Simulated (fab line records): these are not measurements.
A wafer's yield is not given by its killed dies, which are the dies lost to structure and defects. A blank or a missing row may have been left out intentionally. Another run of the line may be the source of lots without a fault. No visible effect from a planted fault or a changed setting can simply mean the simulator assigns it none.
What tool caused it?	flow nandHarc	Sampling: 24 lots, 72 wafers, 6 of 1302 route steps

== WHAT THE GAUGES READ, wafer by wafer ==
NHARC_A_ONON_D1_THK_MEAS_02: measures by ellipsometry. Usual: thkNm 999 nm, standard deviation 10.
lot	measured	on	thkNm (nm)	flag
L075	day 8 09:13	filmMetro-01	997 997 997	
L077	day 8 23:57	filmMetro-02	1009 1009 1009	
L076	day 9 00:04	filmMetro-02	1009 1008 1008	
L074	day 9 00:19	filmMetro-02	991 989 990	
L078	day 9 08:44	filmMetro-02	992 991 990	
L079	day 9 18:43	filmMetro-01	1001 1000 1002	
L080	day 10 05:13	filmMetro-02	1008 1006 1007	
L081	day 10 16:45	filmMetro-02	977 976 977	
L083	day 11 07:12	filmMetro-02	986 986 986	
L082	day 11 07:13	filmMetro-01	1006 1005 1005	
L085	day 12 07:08	filmMetro-02	1000 999 1000	
L084	day 12 07:09	filmMetro-01	1008 1005 1007	
L086	day 12 16:37	filmMetro-02	1001 1003 1002	
L087	day 14 00:19	filmMetro-02	980 982 982	
L088	day 14 00:22	filmMetro-02	997 999 997	
L089	day 14 13:08	filmMetro-01	1000 1001 1002	
L090	day 14 13:09	filmMetro-02	1017 1017 1016	
L091	day 15 02:41	filmMetro-01	996 996 996	
L093	day 15 07:55	filmMetro-01	981 981 982	
L092	day 15 12:33	filmMetro-01	1001 1002 1004	
L094	day 15 21:42	filmMetro-02	995 996 993	
L095	day 16 13:54	filmMetro-01	996 995 995	
L096	day 16 21:10	filmMetro-01	1011 1007 1009	
L097	day 17 06:05	filmMetro-01	1018 1020 1019	

NHARC_A_CHANNEL_HOLE_D1_CD_MEAS_30. Usual: cdNm 90.3 nm, standard deviation 1.2.
lot	measured	on	cdNm (nm)	flag
L075	day 9 13:01	cdSem-01	90.7 88.9 89.9	
L077	day 10 02:23	cdSem-01	90.7 89.7 88.7	
L076	day 10 04:09	cdSem-01	89.6 90.4 89.8	
L074	day 10 00:01	cdSem-02	91.3 90.9 91.9	
L078	day 10 11:16	cdSem-02	90.3 92.3 88.2	
L079	day 10 18:01	cdSem-01	90.0 87.7 89.1	
L080	day 11 03:40	cdSem-02	90.8 89.3 92.5	
L081	day 12 00:03	cdSem-03	91.3 90.1 91.8	
L083	day 12 07:26	cdSem-02	89.6 90.9 88.8	
L082	day 12 10:18	cdSem-02	89.9 90.5 91.1	
L085	day 13 08:22	cdSem-03	90.3 88.7 89.9	
L084	day 13 14:32	cdSem-03	89.3 87.6 89.4	
L086	day 13 16:50	cdSem-02	90.4 90.2 89.4	
L087	day 15 02:08	cdSem-01	88.8 90.0 88.9	
L088	day 15 01:15	cdSem-01	92.8 88.2 89.8	
L089	day 15 12:00	cdSem-02	89.0 89.7 90.0	
L090	day 15 11:41	cdSem-03	92.6 89.0 89.3	
L091	day 16 04:27	cdSem-03	93.4 90.6 90.2	
L093	day 16 10:10	cdSem-02	90.5 90.3 90.5	
L092	day 16 14:20	cdSem-03	89.8 93.1 91.3	
L094	day 17 00:33	cdSem-03	89.8 91.1 90.2	
L095	day 17 15:32	cdSem-02	91.0 90.2 90.1	
L096	day 17 23:00	cdSem-01	91.3 92.6 91.5	
L097	day 18 07:21	cdSem-02	91.0 90.8 90.6	

== WHICH TOOL RAN EACH LOT (tool, then ch and the chambers of the sampled wafers, then the start) ==
lot	NHARC_A_CHANNEL_HOLE_D1_DESCUM_15	NHARC_A_CHANNEL_HOLE_D1_ETCH_38	NHARC_A_CHANNEL_HOLE_D1_ETCH_39	NHARC_A_CHANNEL_HOLE_D1_ETCH_25
L075	rieDiel-09 ch 1,2,3, day 9 02:08	rieDiel-09 ch 0,2,3, day 9 02:13	rieDiel-09 ch 0,1,3, day 9 09:23 or earlier	harEtch-02 ch 1, day 9 09:23
L077	rieDiel-02 ch 0,1,3, day 9 17:37	rieDiel-02 ch 0,2,3, day 9 17:41	rieDiel-02 ch 0,1,3, day 9 23:54 or earlier	harEtch-01 ch 0,1, day 9 23:54
L076	rieDiel-06 ch 1,2, day 9 17:45	rieDiel-06 ch 0,1,3, day 9 17:50	rieDiel-06 ch 0,1,3, day 10 01:41 or earlier	harEtch-02 ch 1, day 10 01:41
L074	rieDiel-09 ch 0,1, day 9 17:20	rieDiel-09 ch 0,1,3, day 9 17:26	rieDiel-09 ch 0,3, day 9 21:40 or earlier	harEtch-02 ch 0,1, day 9 21:40
L078	rieDiel-09 ch 0,1, day 10 04:32	rieDiel-09 ch 0,1,2, day 10 04:38	rieDiel-09 ch 2,3, day 10 08:38 or earlier	harEtch-01 ch 0, day 10 08:38
L079	rieDiel-09 ch 1,2, day 10 11:19	rieDiel-09 ch 1,3, day 10 11:24	rieDiel-09 ch 0,2, day 10 15:32 or earlier	harEtch-01 ch 0,1, day 10 15:32
L080	rieDiel-02 ch 2,3, day 10 20:59	rieDiel-02 ch 0,1,3, day 10 21:04	rieDiel-02 ch 1,2,3, day 11 01:20 or earlier	harEtch-02 ch 0,1, day 11 01:20
L081	rieDiel-09 ch 1,2,3, day 11 17:04	rieDiel-09 ch 0,2,3, day 11 17:08	rieDiel-09 ch 0,1,3, day 11 21:26 or earlier	harEtch-01 ch 0,1, day 11 21:26
L083	rieDiel-09 ch 2,3, day 12 00:44	rieDiel-09 ch 1,2, day 12 00:49	rieDiel-09 ch 0,1,3, day 12 04:57 or earlier	harEtch-01 ch 0,1, day 12 04:57
L082	rieDiel-02 ch 1,2,3, day 12 01:14	rieDiel-02 ch 1,2, day 12 01:18	rieDiel-02 ch 0,1, day 12 07:49 or earlier	harEtch-02 ch 0,1, day 12 07:49
L085	rieDiel-02 ch 0,1,3, day 13 01:41	rieDiel-02 ch 1,2,3, day 13 01:45	rieDiel-02 ch 0,1,2, day 13 06:02 or earlier	harEtch-01 ch 0,1, day 13 06:02
L084	rieDiel-02 ch 0,1, day 13 02:47	rieDiel-02 ch 1,3, day 13 02:53	rieDiel-02 ch 0,2,3, day 13 11:55 or earlier	harEtch-02 ch 0,1, day 13 11:55
L086	rieDiel-09 ch 1,3, day 13 10:08	rieDiel-09 ch 0,2,3, day 13 10:13	rieDiel-09 ch 0,3, day 13 14:22 or earlier	harEtch-01 ch 1, day 13 14:22
L087	rieDiel-06 ch 0,3, day 14 16:23	rieDiel-06 ch 2,3, day 14 16:34	rieDiel-06 ch 0,2,3, day 14 23:31 or earlier	harEtch-02 ch 0,1, day 14 23:31
L088	rieDiel-06 ch 0,2,3, day 14 16:17	rieDiel-06 ch 0,2,3, day 14 16:26	rieDiel-06 ch 0,2,3, day 14 22:38 or earlier	harEtch-01 ch 0,1, day 14 22:38
L089	rieDiel-02 ch 0,1,2, day 15 05:00	rieDiel-02 ch 0,1, day 15 05:11	rieDiel-02 ch 0,2, day 15 09:13 or earlier	harEtch-02 ch 0,1, day 15 09:13
L090	rieDiel-09 ch 0,1, day 15 04:45	rieDiel-09 ch 0,1, day 15 04:52	rieDiel-09 ch 0,3, day 15 09:04 or earlier	harEtch-01 ch 0,1, day 15 09:04
L091	rieDiel-09 ch 1,2, day 15 21:45	rieDiel-09 ch 0,1,2, day 15 21:51	rieDiel-09 ch 1,2,3, day 16 02:07 or earlier	harEtch-01 ch 0,1, day 16 02:07
L093	rieDiel-09 ch 0,1,2, day 16 03:29	rieDiel-09 ch 0,3, day 16 03:34	rieDiel-09 ch 0,2, day 16 07:32 or earlier	harEtch-02 ch 0,1, day 16 07:32
L092	rieDiel-09 ch 0,2,3, day 16 05:36	rieDiel-09 ch 0,1,2, day 16 05:41	rieDiel-09 ch 1,2, day 16 11:52 or earlier	harEtch-02 ch 0,1, day 16 11:52
L094	rieDiel-02 ch 1,2, day 16 17:50	rieDiel-02 ch 1,2,3, day 16 17:56	rieDiel-02 ch 1,3, day 16 22:13 or earlier	harEtch-01 ch 0,1, day 16 22:13
L095	rieDiel-09 ch 0,2,3, day 17 05:42	rieDiel-09 ch 0,1, day 17 05:46	rieDiel-09 ch 0,1,2, day 17 13:12 or earlier	harEtch-02 ch 0,1, day 17 13:12
L096	rieDiel-09 ch 1,3, day 17 16:11	rieDiel-09 ch 1,3, day 17 16:16	rieDiel-09 ch 0,1,3, day 17 20:32 or earlier	harEtch-01 ch 0,1, day 17 20:32
L097	rieDiel-09 ch 0,1,2, day 18 00:13	rieDiel-09 ch 0,2, day 18 00:19	rieDiel-09 ch 0,1,2, day 18 04:43 or earlier	harEtch-01 ch 1, day 18 04:43
- NHARC_A_CHANNEL_HOLE_D1_DESCUM_15: chemistry O2, time 3 s.
- NHARC_A_CHANNEL_HOLE_D1_ETCH_38: etches the open film in CF4, target depth 39 nm, time 65 s.
- NHARC_A_CHANNEL_HOLE_D1_ETCH_39: etches the open film in N2/H2, target depth 260 nm, time 325 s.
- NHARC_A_CHANNEL_HOLE_D1_ETCH_25: etches the open film in C4F8/O2/Ar, time 1040.2 s, target depth 1500 nm.

== AS READ BY THE TOOLS THEMSELVES (means over the sampled wafers that have a number; for cases with no such wafer, the mark the record gives instead) ==
NHARC_A_CHANNEL_HOLE_D1_DESCUM_15. Usual: drypumpMotorCurrentA 6.0 A, standard deviation 0.3; oesProductAu 1.001 a.u., standard deviation 0.01; rfVppV 57.7 V, standard deviation 0.9; showerheadPlenumPTorr 1.89 Torr, standard deviation 0.085; throttleValvePct 11.311 %, standard deviation 0.0087.
lot	tool	drypumpMotorCurrentA (A)	oesProductAu (a.u.)	rfVppV (V)	showerheadPlenumPTorr (Torr)	throttleValvePct (%)	flag
L075	rieDiel-09	6.3	1.002	57.9	1.93	11.308	
L077	rieDiel-02	5.9	1.004	57.7	1.83	11.304	
L076	rieDiel-06	6.1	0.991	57.8	1.90	11.300	
L074	rieDiel-09	5.8	1.004	58.1	1.90	11.317	
L078	rieDiel-09	5.9	1.002	57.9	1.95	11.314	
L079	rieDiel-09	6.2	1.011	57.7	2.00	11.307	
L080	rieDiel-02	6.1	0.999	57.2	1.85	11.313	
L081	rieDiel-09	6.3	1.012	58.4	1.93	11.315	
L083	rieDiel-09	6.4	1.004	57.0	1.93	11.304	
L082	rieDiel-02	6.0	1.002	56.9	1.86	11.314	
L085	rieDiel-02	5.9	1.000	57.7	1.82	11.316	
L084	rieDiel-02	5.8	1.009	58.3	1.83	11.310	
L086	rieDiel-09	6.1	1.012	57.7	1.92	11.306	
L087	rieDiel-06	5.6	0.998	58.4	2.03	11.305	
L088	rieDiel-06	5.7	0.995	58.2	1.95	11.313	
L089	rieDiel-02	6.0	1.005	57.1	1.85	11.315	
L090	rieDiel-09	5.9	0.990	58.6	1.90	11.313	
L091	rieDiel-09	6.4	0.986	57.8	1.99	11.309	
L093	rieDiel-09	6.1	0.993	57.4	1.94	11.309	
L092	rieDiel-09	6.2	1.003	57.0	1.88	11.314	
L094	rieDiel-02	6.0	1.001	57.4	1.90	11.305	
L095	rieDiel-09	6.2	1.002	58.2	1.87	11.315	
L096	rieDiel-09	6.2	0.997	57.5	1.86	11.317	
L097	rieDiel-09	6.1	0.997	57.7	1.94	11.317	

NHARC_A_CHANNEL_HOLE_D1_ETCH_38. Usual: drypumpMotorCurrentA 6.0 A, standard deviation 0.31; oesProductAu 0.999 a.u., standard deviation 0.0092; rfVppV 151.0 V, standard deviation 1.2; showerheadPlenumPTorr 1.75 Torr, standard deviation 0.073; throttleValvePct 13.283 %, standard deviation 0.0091.
lot	tool	drypumpMotorCurrentA (A)	oesProductAu (a.u.)	rfVppV (V)	showerheadPlenumPTorr (Torr)	throttleValvePct (%)	flag
L075	rieDiel-09	6.2	1.005	151.0	1.74	13.284	
L077	rieDiel-02	6.0	1.000	149.8	1.72	13.276	
L076	rieDiel-06	5.6	1.001	151.0	1.76	13.289	
L074	rieDiel-09	6.0	0.995	150.7	1.74	13.289	
L078	rieDiel-09	6.1	0.998	151.9	1.80	13.288	
L079	rieDiel-09	6.2	1.010	151.4	1.73	13.285	
L080	rieDiel-02	5.9	0.994	149.9	1.69	13.282	
L081	rieDiel-09	6.2	1.009	150.4	1.74	13.279	
L083	rieDiel-09	6.2	1.000	152.3	1.84	13.282	
L082	rieDiel-02	6.0	1.003	151.4	1.76	13.284	
L085	rieDiel-02	6.0	1.003	151.1	1.73	13.294	
L084	rieDiel-02	6.0	0.998	151.1	1.69	13.272	
L086	rieDiel-09	6.2	1.006	150.9	1.74	13.282	
L087	rieDiel-06	5.9	1.000	151.9	1.84	13.287	
L088	rieDiel-06	5.7	0.992	151.6	1.80	13.278	
L089	rieDiel-02	5.9	1.003	149.8	1.69	13.281	
L090	rieDiel-09	5.9	0.993	151.9	1.80	13.281	
L091	rieDiel-09	6.1	0.996	151.7	1.79	13.287	
L093	rieDiel-09	5.9	1.008	149.0	1.70	13.278	
L092	rieDiel-09	6.1	0.992	152.3	1.79	13.292	
L094	rieDiel-02	6.0	1.002	150.7	1.72	13.276	
L095	rieDiel-09	5.8	0.995	150.6	1.75	13.275	
L096	rieDiel-09	6.1	1.001	150.8	1.78	13.292	
L097	rieDiel-09	6.0	0.992	150.9	1.75	13.282	

NHARC_A_CHANNEL_HOLE_D1_ETCH_39. Usual: drypumpMotorCurrentA 6.0 A, standard deviation 0.31; oesProductAu 1.000 a.u., standard deviation 0.01; rfVppV 430.0 V, standard deviation 2.7; showerheadPlenumPTorr 2.02 Torr, standard deviation 0.092; throttleValvePct 14.171 %, standard deviation 0.0093.
lot	tool	drypumpMotorCurrentA (A)	oesProductAu (a.u.)	rfVppV (V)	showerheadPlenumPTorr (Torr)	throttleValvePct (%)	flag
L075	rieDiel-09	6.0	1.004	429.1	2.00	14.167	
L077	rieDiel-02	5.9	0.997	428.2	1.94	14.180	
L076	rieDiel-06	5.6	0.991	430.5	2.02	14.170	
L074	rieDiel-09	5.9	0.999	428.5	1.95	14.174	
L078	rieDiel-09	6.4	1.006	429.4	1.98	14.167	
L079	rieDiel-09	6.2	1.003	432.2	2.07	14.172	
L080	rieDiel-02	6.0	1.002	429.8	1.99	14.175	
L081	rieDiel-09	6.0	1.004	429.5	2.00	14.175	
L083	rieDiel-09	6.0	1.003	430.4	2.00	14.181	
L082	rieDiel-02	5.9	0.999	428.2	1.94	14.164	
L085	rieDiel-02	6.0	1.004	428.8	1.99	14.174	
L084	rieDiel-02	6.0	0.996	428.3	1.98	14.166	
L086	rieDiel-09	6.1	1.013	427.7	1.93	14.181	
L087	rieDiel-06	5.7	0.997	431.3	2.08	14.161	
L088	rieDiel-06	5.7	0.996	430.9	2.08	14.172	
L089	rieDiel-02	6.0	1.006	430.0	2.01	14.168	
L090	rieDiel-09	5.9	1.006	428.1	1.95	14.166	
L091	rieDiel-09	6.3	0.990	430.2	2.05	14.168	
L093	rieDiel-09	6.0	0.995	430.6	2.01	14.165	
L092	rieDiel-09	6.2	0.991	432.4	2.13	14.178	
L094	rieDiel-02	6.0	1.004	428.1	1.93	14.166	
L095	rieDiel-09	6.1	0.993	431.5	2.07	14.175	
L096	rieDiel-09	6.0	1.003	429.2	2.00	14.162	
L097	rieDiel-09	6.1	0.990	431.3	2.07	14.169	

NHARC_A_CHANNEL_HOLE_D1_ETCH_25. Usual: drypumpMotorCurrentA 5.5 A, standard deviation 0.6; showerheadPlenumPTorr 3.65 Torr, standard deviation 0.076; throttleValvePct 32.236 %, standard deviation 0.0084.
lot	tool	drypumpMotorCurrentA (A)	showerheadPlenumPTorr (Torr)	throttleValvePct (%)	flag
L075	harEtch-02	4.9	3.76	32.233	
L077	harEtch-01	5.3	3.62	32.227	
L076	harEtch-02	4.9	3.75	32.230	
L074	harEtch-02	5.4	3.76	32.237	
L078	harEtch-01	5.9	3.62	32.245	
L079	harEtch-01	5.3	3.61	32.242	
L080	harEtch-02	5.4	3.75	32.239	
L081	harEtch-01	5.3	3.60	32.235	
L083	harEtch-01	5.2	3.60	32.230	
L082	harEtch-02	5.4	3.74	32.237	
L085	harEtch-01	5.3	3.59	32.234	
L084	harEtch-02	5.4	3.73	32.240	
L086	harEtch-01	4.9	3.58	32.242	
L087	harEtch-02	5.4	3.72	32.239	
L088	harEtch-01	5.3	3.58	32.237	
L089	harEtch-02	5.4	3.71	32.233	
L090	harEtch-01	5.3	3.58	32.233	
L091	harEtch-01	5.3	3.57	32.234	
L093	harEtch-02	5.4	3.71	32.239	
L092	harEtch-02	5.8	3.71	32.238	
L094	harEtch-01	5.3	3.57	32.241	
L095	harEtch-02	5.4	3.70	32.233	
L096	harEtch-01	5.6	3.56	32.237	
L097	harEtch-01	4.9	3.54	32.246	

== THE ANSWER, worked out from the rows above alone ==
Rule: a lot is off if the mean of its wafers that have a number lies more than 3 standard deviations from the usual mean. A lot without any number at a reading at which 4 lots or more have one is off too. The other lots that the step has rows for count as sound. First the gauges in route order, then the tools' own readings, where a lot's mean is used as printed above. At the first step where some lot is off, the reading lying furthest off is the one used; lots without a number count as furthest.
None of the lots is off at any reading shown; this tells nothing.

== WHAT THE SIMULATOR HAD INSERTED ==
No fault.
